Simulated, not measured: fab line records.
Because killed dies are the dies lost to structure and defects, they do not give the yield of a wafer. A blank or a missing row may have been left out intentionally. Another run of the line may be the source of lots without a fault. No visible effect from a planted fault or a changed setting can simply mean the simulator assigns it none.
Struck lot and sound lot, side by side :: flow n5 finfet :: 37 steps out of a route of 1938
Sound: these wafers, L928.1, L928.5, L928.6. Struck: wafer L935.1 (left out: L935.4, a lot-mate that was not struck); the cause follows at the end.
Order at every step that has rows: each side's tool, ch and its chambers, its first start. Under that, the readings that differ: sound wafers :: struck wafers :: difference of the means :: sigmas: that difference in standard deviations of wafers without a fault.
alike: a reading whose means differ by less than 2 such deviations, as well as words and numbers matching on both sides. not compared: withheld readings; readings where some wafer has no value; bounds like >300 that might hide an equal value; numbers whose values overlap and for which the record gives no deviation.
Wherever a step has rows on one side only, a row that says differs or no value, or a row with sigmas, the two part there. Numbers that don't overlap but have no deviation are shown without sigmas and don't part them. Lack of a reading on every wafer of one side parts them only where that side has two or more wafers.

first, 9 steps without rows for these wafers: N5_BEOL_M4_ANNEAL_95 (time 240 s); N5_BEOL_M4_SPUTTER_96 (material Cu, target thk 4.5 nm, time 8.29 s); N5_BEOL_M4_ECD_50 (material Cu, target thk 300 nm); N5_BEOL_M4_ANNEAL_51 (time 90 s); N5_BEOL_M4_CMP_52 (polishes, stops on SiOC, t overpolish 6.8 s, target thk 40 nm); N5_BEOL_M4_PRE_CLEAN_60 (time 15 s); N5_BEOL_M4_CO_CAP_55 (material Co, precursor CCTBA/H2, target thk 2 nm, time 102.1 s); N5_BEOL_M4_PRE_CLEAN_56 (time 15 s); N5_BEOL_M4_DEP_57 (deposits SiCN from 3MS/NH3, target thk 8 nm, time 14 s).
N5_BEOL_M4_RC_MEAS_101:
  sound on prober-02 ch 0, day 9 14:19; struck on prober-01 ch 0, day 11 09:34
reading: ION_P (uA/um)
sound: 463 463 448
struck: 442
difference: -16
sigmas: -2
  alike: DIBL_N, DIBL_P, IOFF_N, IOFF_P, ION_N, SS_N, SS_P, VT_N, VT_P
then, 24 steps without rows for these wafers: N5_BEOL_M5_ILD_DEP_00 (deposits SiCOH lowk from DEMS/porogen, target thk 140.64 nm, time 25.9 s); N5_BEOL_M5_CURE_79 (cures SiCOH lowk, time 240 s); N5_BEOL_M5_PECVD_70 (deposits SiO2 from TEOS/O2, target thk 16 nm, time 18 s); N5_BEOL_M5_HM_DEP_02 (deposits TiN, target thk 20 nm); N5_BEOL_M5_COAT_59 (time 60 s, resist thk 60 nm); N5_BEOL_M5_COAT_60 (time 60 s, resist thk 12 nm); N5_BEOL_M5_COAT_71 (time 60 s, resist thk 5 nm); N5_BEOL_M5_COAT_05 (resist thk 30 nm); N5_BEOL_M5_EBR_07; N5_BEOL_M5_SOFTBAKE_06 (time 60 s); N5_BEOL_M5_EXPOSE_08 (exposes mask M5, target cd 28 nm); N5_BEOL_M5_PEB_09 (peb time 60 s); N5_BEOL_M5_DEVELOP_10 (develop time 30 s); N5_BEOL_M5_DESCUM_16 (chemistry O2, time 7 s); N5_BEOL_M5_ETCH_72 (etches underlayer in N2/H2, target depth 6.5 nm, time 5.2 s); N5_BEOL_M5_ETCH_61 (etches SiARC in CF4, target depth 15.6 nm, time 26 s); N5_BEOL_M5_ETCH_62 (etches SOC in N2/H2, target depth 75 nm, overetch 15 nm, time 112.5 s); N5_BEOL_M5_STRIP_63 (strips in N2/H2); N5_BEOL_M5_STRIP_73 (strips in N2/H2); N5_BEOL_M5_STRIP_64 (strips in CF4); N5_BEOL_M5_HM_OPEN_17 (chemistry Cl2/BCl3, target TiN, target depth 20 nm, overetch 6 nm); N5_BEOL_M5_STRIP_19 (strips in O2); N5_BEOL_M5_COAT_65 (time 60 s, resist thk 60 nm); N5_BEOL_M5_COAT_66 (time 60 s, resist thk 12 nm).
N5_BEOL_M6_ALD_77: deposits TaN, target thk 2 nm, pulse time 2 s, purge time 3 s.
  sound on ald metal-04 ch 0,3, day 10 09:20; struck on ald metal-04 ch 3, day 12 02:40
reading: ald cycles
sound: 40 40 40
struck: 23
difference: -17
sigmas: 

reading: model.TaN_of_BEOL_M6_ALD_77.thk nm (nm)
sound: 2 2 2
struck: 1.2
difference: -0.8
sigmas: 
  alike: heater power w
-- a jump in the record: the struck wafers' starts before and after are 3 days apart (it breaks off in module BEOL_M6 and resumes in module BEOL_M15, where the first step shown is number 1830 of the route) --
N5_BEOL_M15_RC_MEAS_101:
  sound on prober-02 ch 0, day 13 11:31; struck on prober-02 ch 0, day 14 21:49
reading: COMB_M6 (S/m)
sound: 1.9e-11 2.6e-11 2.2e-11
struck: 9.8e-11
difference: +7.6e-11
sigmas: +15

reading: COMB_M6_max_site (S/m)
sound: 2.3e-11 3.5e-11 2.7e-11
struck: 1.43e-10
difference: +1.15e-10
sigmas: +13

reading: COMB_M7 (S/m)
sound: 2e-11 2.2e-11 2e-11
struck: 3.8e-11
difference: +1.7e-11
sigmas: +3

reading: SERP_M6 (ohm/um)
sound: 13.7 14.1 14.4
struck: 12.6
difference: -1.5
sigmas: -2
  alike: COMB_M10, COMB_M11, COMB_M12, COMB_M13, COMB_M14, COMB_M15, COMB_M5, COMB_M8, COMB_M9, SERP_M10, SERP_M11, SERP_M12, SERP_M13, SERP_M14, SERP_M5, SERP_M7, SERP_M8, SERP_M8_max_site, SERP_M9
N5_PASSIVATION_PROBE_49:
  sound on prober-02 at day 14 00:14; struck on prober-01 at day 15 11:38
reading: sort_bin_4_leakage (%)
sound: 0 0 0
struck: 1.02
difference: +1.02
sigmas: 

reading: sort_bin_5_function (%)
sound: 4.8 6.8 5.9
struck: 3.4
difference: -2.4
sigmas: -2
  alike: defect limited yield, killed_at_M0_to_M3, killed_at_M4_up, killed at contacts, killed at front end, killed at other, killed dies, killed open, killed short, sort_bin_6_memory, sort n pass, sort yield pct

WHERE THEY PART
First at N5_BEOL_M4_RC_MEAS_101; last, within this record, at N5_PASSIVATION_PROBE_49.

WHY: what the simulator had put in
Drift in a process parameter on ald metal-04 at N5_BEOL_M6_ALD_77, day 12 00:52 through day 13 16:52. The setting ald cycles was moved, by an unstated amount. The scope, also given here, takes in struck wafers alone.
